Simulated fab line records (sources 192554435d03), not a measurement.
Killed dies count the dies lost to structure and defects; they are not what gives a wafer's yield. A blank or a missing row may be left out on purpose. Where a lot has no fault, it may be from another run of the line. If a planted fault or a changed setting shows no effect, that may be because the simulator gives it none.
What tool caused it? || flow n5Finfet || 36 wafers from 12 lots sampled at 3 of the route's 1938 steps

== WHAT EACH GAUGE READ, for each wafer ==
N5_BEOL_M1_OVL_MEAS_12.
{"lot": "L075", "measured": "day 6 13:51", "on": "overlay-02", "M1_OVL (nm)": "-0.4 -0.3 0.2"}
{"lot": "L077", "measured": "day 6 21:53", "on": "overlay-01", "M1_OVL (nm)": "-0.1 1.0 0.7"}
{"lot": "L079", "measured": "day 7 12:05", "on": "overlay-02", "M1_OVL (nm)": "1.9 1.7 0.7"}
{"lot": "L081", "measured": "day 7 20:56", "on": "overlay-01", "M1_OVL (nm)": "-0.4 0.9 0.5"}
{"lot": "L083", "measured": "day 8 11:13", "on": "overlay-01", "M1_OVL (nm)": "0.6 0.4 0.2"}
{"lot": "L084", "measured": "day 8 19:23", "on": "overlay-02", "M1_OVL (nm)": "0.9 1.7 0.0"}
{"lot": "L087", "measured": "day 9 07:20", "on": "overlay-01", "M1_OVL (nm)": "1.1 0.8 0.2"}
{"lot": "L089", "measured": "day 9 19:20", "on": "overlay-02", "M1_OVL (nm)": "0.4 -0.9 1.2"}
{"lot": "L091", "measured": "day 10 07:36", "on": "overlay-02", "M1_OVL (nm)": "1.5 1.2 0.8"}
{"lot": "L093", "measured": "day 10 18:08", "on": "overlay-02", "M1_OVL (nm)": "1.4 -0.2 0.9"}
{"lot": "L095", "measured": "day 11 11:49", "on": "overlay-02", "M1_OVL (nm)": "0.0 0.9 1.2"}
{"lot": "L097", "measured": "day 12 00:59", "on": "overlay-01", "M1_OVL (nm)": "0.8 0.5 1.3"}

== WHICH TOOL RAN EACH LOT (tool, then ch and the chambers of the sampled wafers, then the start) ==
{"lot": "L075", "N5_BEOL_M0_ANNEAL_133": "pvdSputter-01, day 6 11:16", "N5_BEOL_M1_PECVD_72": "pecvd-02 ch 0,2, day 6 12:45"}
{"lot": "L077", "N5_BEOL_M0_ANNEAL_133": "pvdSputter-01, day 6 18:10", "N5_BEOL_M1_PECVD_72": "pecvd-01 ch 0,1,2, day 6 19:50"}
{"lot": "L079", "N5_BEOL_M0_ANNEAL_133": "pvdSputter-02, day 7 09:38", "N5_BEOL_M1_PECVD_72": "pecvd-02 ch 0,2, day 7 11:01"}
{"lot": "L081", "N5_BEOL_M0_ANNEAL_133": "pvdSputter-01, day 7 18:49", "N5_BEOL_M1_PECVD_72": "pecvd-04 ch 0,1, day 7 20:25"}
{"lot": "L083", "N5_BEOL_M0_ANNEAL_133": "pvdSputter-03, day 8 07:47", "N5_BEOL_M1_PECVD_72": "pecvd-02 ch 0,1,2, day 8 09:26"}
{"lot": "L084", "N5_BEOL_M0_ANNEAL_133": "pvdSputter-01, day 8 16:08", "N5_BEOL_M1_PECVD_72": "pecvd-01 ch 1,2, day 8 17:30"}
{"lot": "L087", "N5_BEOL_M0_ANNEAL_133": "pvdSputter-01, day 9 04:32", "N5_BEOL_M1_PECVD_72": "pecvd-02 ch 0,1, day 9 06:12"}
{"lot": "L089", "N5_BEOL_M0_ANNEAL_133": "pvdSputter-03, day 9 15:35", "N5_BEOL_M1_PECVD_72": "pecvd-04 ch 0,1, day 9 17:11"}
{"lot": "L091", "N5_BEOL_M0_ANNEAL_133": "pvdSputter-03, day 10 04:38", "N5_BEOL_M1_PECVD_72": "pecvd-04 ch 0,1, day 10 06:22"}
{"lot": "L093", "N5_BEOL_M0_ANNEAL_133": "pvdSputter-03, day 10 15:30", "N5_BEOL_M1_PECVD_72": "pecvd-04 ch 0,1, day 10 16:52"}
{"lot": "L095", "N5_BEOL_M0_ANNEAL_133": "pvdSputter-02, day 11 09:41", "N5_BEOL_M1_PECVD_72": "pecvd-04 ch 1,2, day 11 11:04"}
{"lot": "L097", "N5_BEOL_M0_ANNEAL_133": "pvdSputter-03, day 11 22:00", "N5_BEOL_M1_PECVD_72": "pecvd-04 ch 1,2, day 12 00:17"}
- N5_BEOL_M0_ANNEAL_133: time 60 s.
- N5_BEOL_M1_PECVD_72: deposits SiO2 from TEOS/O2, target thk 16 nm, time 18 s.

== THE ANSWER, worked out from the rows above alone ==
Rule: what is usual is taken from the lots themselves. The widest of any qualifying gaps counts: lots, ordered by their means at a reading, are off when they make up no more than a third of the lots, leave a main group of 4 or more, and stand apart from it by 3 or more times the standard deviation of that group's means. A main group whose means are all the same, to the digits that the tables above print for the reading, isn't used. Also off: a lot with no number at a reading for which 4 or more lots have one. Any other lot the step has rows for is counted as sound.
None of the lots is off at any reading shown; this tells nothing.

== WHAT HAD BEEN PUT IN BY THE SIMULATOR ==
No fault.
